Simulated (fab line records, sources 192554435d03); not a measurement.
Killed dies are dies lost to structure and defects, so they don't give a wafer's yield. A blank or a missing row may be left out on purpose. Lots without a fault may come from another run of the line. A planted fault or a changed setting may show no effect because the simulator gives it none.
fab line records | flow n5_finfet
record lots=11 wafers=31 last_day=17
route steps=1938 shown BEOL_M4@1111 BEOL_M5@1180 BEOL_M6@1197 PASSIVATION@1936
lots that met no fault: from a run of the same line without faults
start_h: hours from the record's first day to the start of the lot's first wafer shown | wait_h: hours since the lot's step before | " the same as in the row above | L1.1+2: a row that stands for several wafers | - no value, or no start given | * or withheld: withheld | < > ~ a bound
route shown NAME@n: a module of which the file shows steps, and the number in the route of the first | usual: mean/standard deviation of fault-free wafers | same: alike in all rows | chamber/n: place in a boat | sites: the reading at each site | _std_site: their standard deviation | _edge_site: outer sites' mean less inner sites' | radius_mm: how far each site lies from the wafer's centre | mask NAME#n: copy n | behind: the tool/chamber that last shaped the wafer | hold: why the lot was held/for how many hours/how that ended | device: the transistor (n, p or np) that didn't switch | end of line: the same wafers' tests at the end of the route | a step without rows: its recipe alone | killed: dies lost to structure and defects at the first sort, not the wafer's yield | map: a wafer's dies, x killed, . not, _ none there
set.NAME: the setting as run; set.NAME@STEP: as run at that earlier step | model.NAME: the simulator's own value behind a step, which no gauge read
steps of the route over a sample of lots; a table a step, a row a wafer
services: from which hour (start_h, from the record's first day; less than 0 if before it) a tool's chamber was out of use, for how many hours, and why
## steps
# step N5_BEOL_M4_RC_MEAS_101
# usual DIBL_N=36.1/1.5 DIBL_P=36.1/1.9 IOFF_N=0.159/0.029 IOFF_P=0.21/0.038 ION_N=675/11 ION_P=464/8.1 SS_N=71.5/0.57 SS_P=73.3/0.64 VT_N=249/3.1 VT_P=-250/3.8
# columns lot.wafer tool chamber start_h wait_h DIBL_N[mV/V] DIBL_P[mV/V] IOFF_N[nA/um] IOFF_P[nA/um] ION_N[uA/um] ION_P[uA/um] SS_N[mV/dec] SS_P[mV/dec] VT_N[mV] VT_P[mV]
L886.4 prober-01 0 158.90 0.5 37.0 37.6 0.149 0.21 664 462 71.6 73.3 249 -251
L886.5 " 0 " " 35.4 34.6 0.118 0.17 654 457 71.8 72.9 255 -254
L886.6 " 0 " " 37.2 38.3 0.144 0.22 664 461 71.6 73.2 252 -251
L887.2 prober-01 0 174.34 0.2 36.9 35.9 0.156 0.20 667 456 71.5 72.8 250 -250
L887.3 " 0 " " 36.2 35.2 0.148 0.19 675 457 71.4 73.0 251 -252
L887.4 " 0 " " 36.3 34.8 0.152 0.18 658 453 71.5 72.6 253 -252
L888.1 prober-02 0 176.70 0.0 33.6 32.4 0.118 0.18 668 461 71.4 72.6 257 -248
L888.3 " 0 " " 35.6 35.8 0.147 0.22 680 471 72.0 73.4 251 -249
L888.4 " 0 " " 36.6 36.9 0.173 0.24 691 471 72.1 73.4 248 -249
L889.2 prober-01 0 177.54 0.2 37.8 37.3 0.161 0.24 666 464 71.8 73.8 249 -246
L889.4 " 0 " " 35.9 34.2 0.137 0.19 672 462 72.3 72.5 250 -249
L889.5 " 0 " " 36.7 36.4 0.148 0.22 654 454 71.5 73.3 253 -247
L891.2 prober-01 0 194.65 0.2 34.6 34.2 0.129 0.18 665 463 71.2 72.7 252 -254
L891.3 " 0 " " 37.2 38.0 0.189 0.25 684 471 72.2 74.2 248 -248
L891.5 " 0 " " 35.8 36.5 0.154 0.22 676 469 71.4 73.1 248 -250
L894.1 prober-02 0 219.08 0.0 37.8 38.2 0.171 0.24 679 470 72.0 74.1 250 -249
L894.4 " 0 " " 37.4 37.0 0.156 0.21 670 456 71.8 73.5 254 -249
L894.6 " 0 " " 36.2 36.6 0.140 0.21 657 465 71.6 73.0 249 -250
L898.1 prober-01 0 245.48 0.0 33.0 32.4 0.104 0.15 660 446 70.9 72.5 255 -254
L898.3 " 0 " " 36.2 35.5 0.145 0.18 664 456 71.4 73.0 252 -253
L898.4 " 0 " " 33.8 33.0 0.109 0.15 668 453 71.1 72.2 256 -254
L901.4 prober-01 0 255.48 0.5 34.6 33.0 0.133 0.17 675 462 70.8 72.3 248 -253
L901.5 " 0 " " 34.1 32.4 0.122 0.16 666 459 71.0 72.4 252 -255
L901.6 " 0 " " 37.3 36.1 0.177 0.21 684 467 71.5 74.1 248 -251
L902.3 prober-01 0 266.64 0.3 32.5 32.2 0.111 0.17 667 464 70.8 72.5 253 -254
L902.6 " 0 " " 35.7 35.1 0.150 0.21 663 458 71.1 73.2 249 -248
L907.1 prober-02 0 300.63 0.0 35.6 36.6 0.159 0.20 674 456 71.3 72.6 247 -252
L907.5 " 0 " " 34.5 34.6 0.131 0.17 664 456 71.1 73.1 252 -255
L909.1 prober-01 0 321.45 0.0 36.2 36.8 0.181 0.23 684 469 71.1 73.3 247 -247
L909.3 " 0 " " 36.6 36.4 0.180 0.23 680 468 70.9 72.5 246 -248
L909.5 " 0 " " 34.8 36.0 0.168 0.23 686 473 71.5 73.6 244 -247
# step N5_BEOL_M5_ANNEAL_84
# recipe temp_c=400 time_s=1800 ambient=vacuum
# usual heater_power_w=812/74
# columns lot.wafer tool chamber start_h wait_h heater_power_w
L886.4 pvd_sputter-01 - 166.79 0.0 877
L886.5 " - " " 687
L886.6 " - " " 854
L887.2 pvd_sputter-01 - 182.44 0.0 700
L887.3 " - " " 867
L887.4 " - " " 889
L888.1 pvd_sputter-03 - 185.70 0.0 768
L888.3 " - " " 873
L888.4 " - " " 638
L889.2 pvd_sputter-02 - 186.31 0.0 894
L889.4 " - " " 814
L889.5 " - " " 807
L891.2 pvd_sputter-03 - 204.32 0.0 819
L891.3 " - " " 877
L891.5 " - " " 765
L894.1 pvd_sputter-01 - 228.50 0.0 709
L894.4 " - " " 923
L894.6 " - " " 871
L898.1 pvd_sputter-01 - 254.47 0.0 899
L898.3 " - " " 849
L898.4 " - " " 851
L901.4 pvd_sputter-02 - 263.59 0.0 804
L901.5 " - " " 812
L901.6 " - " " 886
L902.3 pvd_sputter-01 - 276.26 0.0 708
L902.6 " - " " 831
L907.1 pvd_sputter-01 - 308.50 0.0 931
L907.5 " - " " 907
L909.1 pvd_sputter-02 - 329.71 0.0 803
L909.3 " - " " 833
L909.5 " - " " 867
# step N5_BEOL_M5_ANNEAL_89
# recipe temp_c=400 time_s=1800 ambient=vacuum
# usual heater_power_w=810/76
# columns lot.wafer tool chamber start_h wait_h heater_power_w
L886.4 pvd_sputter-01 - 167.88 0.0 876
L886.5 " - " " 698
L886.6 " - " " 879
L887.2 pvd_sputter-01 - 183.53 0.0 685
L887.3 " - " " 836
L887.4 " - " " 880
L888.1 pvd_sputter-03 - 186.79 0.0 745
L888.3 " - " " 859
L888.4 " - " " 631
L889.2 pvd_sputter-02 - 187.39 0.0 894
L889.4 " - " " 805
L889.5 " - " " 810
L891.2 pvd_sputter-03 - 205.41 0.0 798
L891.3 " - " " 873
L891.5 " - " " 742
L894.1 pvd_sputter-01 - 229.59 0.0 709
L894.4 " - " " 873
L894.6 " - " " 862
L898.1 pvd_sputter-01 - 255.55 0.0 891
L898.3 " - " " 880
L898.4 " - " " 866
L901.4 pvd_sputter-02 - 264.67 0.0 813
L901.5 " - " " 802
L901.6 " - " " 904
L902.3 pvd_sputter-01 - 277.35 0.0 697
L902.6 " - " " 837
L907.1 pvd_sputter-01 - 309.59 0.0 887
L907.5 " - " " 877
L909.1 pvd_sputter-02 - 330.80 0.0 800
L909.3 " - " " 827
L909.5 " - " " 909
# step N5_BEOL_M5_INSPECT_58
# recipe inspect_instrument=darkfield mode=post_dep
# usual raw_defect_count=65/23
# columns lot.wafer tool chamber start_h wait_h raw_defect_count
L886.4 defect_inspect-02 - 169.97 0.0 60
L886.5 " - " " 51
L886.6 " - " " 46
L887.2 defect_inspect-02 - 185.64 0.0 31
L887.3 " - " " 40
L887.4 " - " " 40
L888.1 defect_inspect-01 - 188.88 0.0 59
L888.3 " - " " 91
L888.4 " - " " 55
L889.2 defect_inspect-02 - 189.62 0.0 129
L889.4 " - " " 158
L889.5 " - " " 84
L891.2 defect_inspect-01 - 207.63 0.0 33
L891.3 " - " " 51
L891.5 " - " " 83
L894.1 defect_inspect-02 - 231.71 0.0 86
L894.4 " - " " 75
L894.6 " - " " 59
L898.1 defect_inspect-01 - 257.69 0.0 66
L898.3 " - " " 65
L898.4 " - " " 53
L901.4 defect_inspect-02 - 266.78 0.0 42
L901.5 " - " " 114
L901.6 " - " " 37
L902.3 defect_inspect-02 - 279.46 0.0 75
L902.6 " - " " 77
L907.1 defect_inspect-02 - 311.95 0.0 53
L907.5 " - " " 57
L909.1 defect_inspect-01 - 333.00 0.0 69
L909.3 " - " " 80
L909.5 " - " " 104
# step N5_BEOL_M6_PECVD_70
# recipe material=SiO2 target_thk_a=200 temp_c=400 precursor=TEOS/O2 pressure_torr=5.5 rf_w=450 teos_flow_sccm=53.8 gas=O2 flow_sccm=3000 time_s=22.7
# usual chamber_pressure_Torr=5.500/0.013 heater_power_outer_w=408/77 heater_power_w=684/110 showerhead_plenum_p_Torr=8.80/0.059 showerhead_vpp_V=1340/74 throttle_valve_pct=23.0/1.5
# columns lot.wafer tool chamber start_h wait_h chamber_pressure_Torr heater_power_outer_w heater_power_w showerhead_plenum_p_Torr showerhead_vpp_V throttle_valve_pct
L886.4 pecvd-03 0 170.64 0.1 5.475 344 567 8.74 1341 25.4
L886.5 " 1 " " 5.493 326 577 8.84 1287 20.7
L886.6 " 2 " " 5.477 480 857 8.75 1294 21.5
L887.2 pecvd-03 2 186.29 0.0 5.489 464 821 8.74 1302 21.6
L887.3 " 0 " " 5.493 327 567 8.77 1341 25.0
L887.4 " 0 " " 5.511 332 559 8.78 1345 25.3
L888.1 pecvd-03 0 190.01 0.0 - - - - - -
L888.3 " 1 " " - - - - - -
L888.4 " 1 " " - - - - - -
L889.2 pecvd-03 1 190.27 0.0 - - - - - -
L889.4 " 1 " " - - - - - -
L889.5 " 0 " " - - - - - -
L891.2 pecvd-03 2 208.77 0.0 5.482 461 823 8.72 1325 21.5
L891.3 " 0 " " 5.473 388 653 8.75 1354 25.3
L891.5 " 2 " " 5.480 472 825 8.73 1324 22.2
L894.1 pecvd-04 1 232.84 0.0 5.505 577 945 8.75 1494 23.3
L894.4 " 2 " " 5.522 360 639 8.78 1380 22.7
L894.6 " 1 " " 5.485 584 925 8.73 1525 23.2
L898.1 pecvd-04 1 258.34 0.0 5.509 586 928 8.70 1524 23.1
L898.3 " 0 " " 5.519 454 714 8.81 1307 22.2
L898.4 " 0 " " 5.503 463 732 8.80 1309 22.4
L901.4 pecvd-04 2 267.45 0.1 5.473 340 592 8.78 1396 22.6
L901.5 " 1 " " 5.517 611 946 8.74 1510 23.1
L901.6 " 0 " " 5.494 442 691 8.80 1316 22.1
L902.3 pecvd-03 1 280.14 0.0 5.517 329 574 8.84 1296 20.9
L902.6 " 2 " " 5.464 456 803 8.76 1325 21.8
L907.1 pecvd-03 1 312.62 0.0 5.504 267 497 8.85 1296 21.1
L907.5 " 1 " " 5.512 267 506 8.85 1279 20.8
L909.1 pecvd-03 1 334.15 0.0 5.481 286 532 8.82 1287 20.9
L909.3 " 0 " " 5.513 390 650 8.77 1323 25.3
L909.5 " 1 " " 5.508 294 538 8.83 1279 21.1
# step N5_PASSIVATION_PROBE_49
# usual defect_limited_yield=91.5/1.6 killed_at_M0_to_M3=33/10 killed_at_M4_up=13/5.6 killed_at_contacts=13/6 killed_at_front_end=39/12 killed_at_other=3.0/2.8 killed_dies=101/19 killed_on_rim=13/4 killed_open=65/13 killed_short=32/8.3 sort_bin_5_function=5.0/1 sort_bin_6_memory=3.1/0.69 sort_n_pass=1079/19 sort_yield_pct=91.5/1.6
# same gross_dies=1180 killed_at_back_side=0 sort_bin_4_leakage[%]=0 sort_bin_8_speed[%]=0
# columns lot.wafer tool chamber start_h wait_h defect_limited_yield[%] killed_at_M0_to_M3 killed_at_M4_up killed_at_contacts killed_at_front_end killed_at_other killed_dies killed_on_rim killed_open killed_short sort_bin_5_function[%] sort_bin_6_memory[%] sort_n_pass sort_yield_pct[%]
L886.4 prober-02 - 248.96 0.2 91.1 37 7 17 35 9 105 14 62 43 5.0 3.6 1075 91.1
L886.5 prober-02 - 249.01 0.2 93.1 31 4 21 22 4 82 11 51 26 4.6 2.0 1098 93.1
L886.6 prober-02 - 249.06 0.3 93.1 20 8 17 36 1 82 15 44 33 3.6 2.5 1098 93.1
L889.2 prober-01 - 270.50 0.2 64.1 32 328 17 40 7 424 49 74 25 31.7 3.4 756 64.1
L889.4 prober-01 - 270.60 0.3 65.6 31 329 12 23 11 406 51 55 27 30.8 3.2 774 65.6
L889.5 prober-01 - 270.65 0.3 66.7 21 319 9 38 6 393 16 58 22 30.2 2.6 787 66.7
L887.2 prober-01 - 273.74 0.4 91.6 40 8 9 41 1 99 12 63 34 4.9 3.1 1081 91.6
L887.3 prober-01 - 273.79 0.5 90.2 43 7 7 58 1 116 19 71 40 5.0 4.2 1064 90.2
L887.4 prober-01 - 273.84 0.5 89.7 42 24 8 45 3 122 18 77 42 6.2 3.6 1058 89.7
L888.1 prober-02 - 278.39 0.0 65.8 28 338 6 30 1 403 10 43 30 31.6 2.0 777 65.8
L888.3 prober-02 - 278.49 0.1 62.5 37 359 9 38 0 443 50 72 25 34.2 3.1 737 62.5
L888.4 prober-02 - 278.54 0.2 65.1 36 331 6 38 1 412 52 68 28 31.5 3.2 768 65.1
L891.2 prober-01 - 308.35 0.1 94.2 25 9 8 27 0 69 10 50 16 3.1 2.8 1111 94.2
L891.3 prober-01 - 308.40 0.1 90.3 42 10 16 44 3 115 13 81 32 5.3 3.9 1065 90.3
L891.5 prober-01 - 308.50 0.2 91.7 41 16 10 29 2 98 15 55 41 5.1 3.1 1082 91.7
L898.1 prober-01 - 346.82 0.0 91.7 36 12 4 46 0 98 12 62 35 5.3 2.4 1082 91.7
L898.3 prober-01 - 346.92 0.1 91.7 37 10 11 40 0 98 12 58 40 4.1 3.7 1082 91.7
L898.4 prober-01 - 346.97 0.2 91.9 40 9 17 28 1 95 10 62 31 5.5 2.2 1085 91.9
# killed by level:class
L886.4 BEOL_M0_SAQP:geometric_particle:open=14 MOL_CONTACT_COAG:geometric_particle:open=12 BEOL_M0_SAQP:geometric_particle:short=8 FIN_SAQP:geometric_particle:short=6 BEOL_M1:geometric_particle:open=6 DUMMY_GATE:geometric_particle:short=5 MOL_CONTACT_COAG:geometric_particle:short=5 FIN_SAQP:geometric_particle:open=4
L886.5 MOL_CONTACT_COAG:geometric_particle:open=18 BEOL_M0_SAQP:geometric_particle:open=6 BEOL_M2:geometric_particle:open=6 BEOL_M1:geometric_particle:open=4 FIN_SAQP:geometric_particle:short=3 STI_FIN_REVEAL:geometric_particle:open=3 ILD0:geometric_particle:short=3 GATE_CUT:geometric_particle:short=3
L886.6 MOL_CONTACT_COAG:geometric_particle:open=11 GATE_CUT:geometric_particle:short=8 DUMMY_GATE:geometric_particle:open=7 MOL_CONTACT_COAG:geometric_particle:short=6 FIN_SAQP:geometric_particle:open=6 FIN_SAQP:geometric_particle:short=6 BEOL_M4:geometric_particle:open=6 GATE_CUT:geometric_particle:open=3
L889.2 BEOL_M6:area_pecvd=317 FIN_SAQP:geometric_particle:open=16 MOL_CONTACT_COAG:geometric_particle:open=13 FIN_SAQP:geometric_particle:short=10 BEOL_M2:geometric_particle:open=9 BEOL_M1:geometric_particle:open=6 HKMG_FIN:area_etch=6 DUMMY_GATE:geometric_particle:open=5
L889.4 BEOL_M6:area_pecvd=322 MOL_CONTACT_COAG:geometric_particle:open=9 FIN_SAQP:geometric_particle:open=6 BEOL_M3:geometric_particle:open=6 BEOL_M0_SAQP:geometric_particle:open=5 BEOL_M3:geometric_particle:short=5 PASS1_DEP:geometric_particle:open=5 BEOL_M1:geometric_particle:open=4
L889.5 BEOL_M6:area_pecvd=307 FIN_SAQP:geometric_particle:open=12 BEOL_M3:geometric_particle:open=10 MOL_CONTACT_COAG:geometric_particle:open=8 FIN_SAQP:geometric_particle:short=5 BEOL_M2:geometric_particle:open=5 DUMMY_GATE:geometric_particle:open=4 STARTING-WAFER:geometric_particle:open=3
L887.2 STI_FIN_REVEAL:geometric_particle:open=15 BEOL_M2:geometric_particle:open=9 MOL_CONTACT_COAG:geometric_particle:open=7 BEOL_M1:geometric_particle:open=6 BEOL_M3:geometric_particle:open=6 BEOL_M0_SAQP:geometric_particle:short=5 BEOL_M4:geometric_particle:short=5 FIN_SAQP:geometric_particle:short=4
L887.3 STI_FIN_REVEAL:geometric_particle:open=17 FIN_SAQP:geometric_particle:open=12 BEOL_M0_SAQP:geometric_particle:short=9 FIN_SAQP:geometric_particle:short=7 MOL_CONTACT_COAG:geometric_particle:open=6 BEOL_M0_SAQP:geometric_particle:open=6 BEOL_M2:geometric_particle:open=6 STI_FIN_REVEAL:geometric_particle:short=5
L887.4 BEOL_M0_SAQP:geometric_particle:short=14 STI_FIN_REVEAL:geometric_particle:open=12 BEOL_M0_SAQP:geometric_particle:open=11 BEOL_M4:geometric_particle:open=10 DUMMY_GATE:geometric_particle:open=8 FIN_SAQP:geometric_particle:open=6 MOL_CONTACT_COAG:geometric_particle:open=6 BEOL_M3:geometric_particle:open=5
L888.1 BEOL_M6:area_pecvd=327 BEOL_M0_SAQP:geometric_particle:short=9 BEOL_M1:geometric_particle:open=6 BEOL_M4:geometric_particle:short=5 DUMMY_GATE:geometric_particle:open=4 ILD0:geometric_particle:short=4 MOL_CONTACT_COAG:geometric_particle:open=4 BEOL_M0_SAQP:geometric_particle:open=4
L888.3 BEOL_M6:area_pecvd=343 BEOL_M0_SAQP:geometric_particle:open=10 STI_FIN_REVEAL:geometric_particle:open=9 MOL_CONTACT_COAG:geometric_particle:open=7 BEOL_M0_SAQP:geometric_particle:short=7 DUMMY_GATE:geometric_particle:open=6 BEOL_M1:geometric_particle:open=6 BEOL_M3:geometric_particle:open=6
L888.4 BEOL_M6:area_pecvd=314 STI_FIN_REVEAL:geometric_particle:open=11 BEOL_M2:geometric_particle:open=9 BEOL_M0_SAQP:geometric_particle:open=7 FIN_SAQP:geometric_particle:open=6 BEOL_M4:geometric_particle:open=6 BEOL_M1:geometric_particle:open=5 MOL_CONTACT_COAG:geometric_particle:open=5
L891.2 FIN_SAQP:geometric_particle:open=11 MOL_CONTACT_COAG:geometric_particle:open=8 BEOL_M2:geometric_particle:open=8 FIN_SAQP:geometric_particle:short=6 BEOL_M0_SAQP:geometric_particle:open=6 STI_FIN_REVEAL:geometric_particle:open=5 BEOL_M4:geometric_particle:open=4 BEOL_M2:geometric_particle:short=3
L891.3 MOL_CONTACT_COAG:geometric_particle:open=13 FIN_SAQP:geometric_particle:open=12 BEOL_M2:geometric_particle:open=8 BEOL_M1:geometric_particle:open=8 BEOL_M0_SAQP:geometric_particle:short=6 BEOL_M3:geometric_particle:open=6 FIN_SAQP:geometric_particle:short=5 STI_FIN_REVEAL:geometric_particle:open=5
L891.5 FIN_SAQP:geometric_particle:short=11 FIN_SAQP:geometric_particle:open=7 BEOL_M0_SAQP:geometric_particle:short=7 BEOL_M2:geometric_particle:open=7 MOL_CONTACT_COAG:geometric_particle:open=6 BEOL_M0_SAQP:geometric_particle:open=6 BEOL_M0:geometric_particle:open=6 BEOL_M1:geometric_particle:open=5
L898.1 FIN_SAQP:geometric_particle:open=18 BEOL_M0_SAQP:geometric_particle:open=9 FIN_SAQP:geometric_particle:short=8 BEOL_M2:geometric_particle:open=8 BEOL_M0_SAQP:geometric_particle:short=8 DUMMY_GATE:geometric_particle:open=6 BEOL_M4:geometric_particle:short=5 BEOL_M1:geometric_particle:open=5
L898.3 FIN_SAQP:geometric_particle:short=12 MOL_CONTACT_COAG:geometric_particle:open=10 BEOL_M0_SAQP:geometric_particle:short=9 BEOL_M1:geometric_particle:open=8 FIN_SAQP:geometric_particle:open=7 BEOL_M0_SAQP:geometric_particle:open=7 GATE_CUT:geometric_particle:short=6 BEOL_M2:geometric_particle:open=5
L898.4 MOL_CONTACT_COAG:geometric_particle:open=14 BEOL_M0_SAQP:geometric_particle:short=12 BEOL_M0_SAQP:geometric_particle:open=7 BEOL_M2:geometric_particle:open=7 DUMMY_GATE:geometric_particle:open=6 GATE_CUT:geometric_particle:open=6 BEOL_M3:geometric_particle:open=6 BEOL_M4:geometric_particle:short=4
## services
# columns tool chamber start_h hours kind
pecvd-03 0 218.77 14.6 repair
pecvd-03 - 232.87 3.7 repair
pecvd-04 0 271.90 10.6 repair
pecvd-04 0 320.09 16.5 scheduled_down
pvd_sputter-03 - 328.74 2.3 repair
## key
first_sign step=N5_BEOL_M6_PECVD_70 reading=tool_record direction=missing
effect step=N5_PASSIVATION_PROBE_49 reading=killed_at_M4_up direction=up sigmas=58 usual=13 struck=334
more_kills_born_at N5_BEOL_M6_PECVD_70@pecvd-03=1930
met_at N5_BEOL_M6_PECVD_70
struck_lots L888,L889
not_acting_at N5_BEOL_M5_ANNEAL_84,N5_BEOL_M5_ANNEAL_89,N5_BEOL_M5_INSPECT_58
onset_between 186.29 190.01
fault kind=skipped_step_whole tool=pecvd-03 chamber=- onset_h=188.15 steps=N5_BEOL_M6_PECVD_70 scope=struck_lots_only
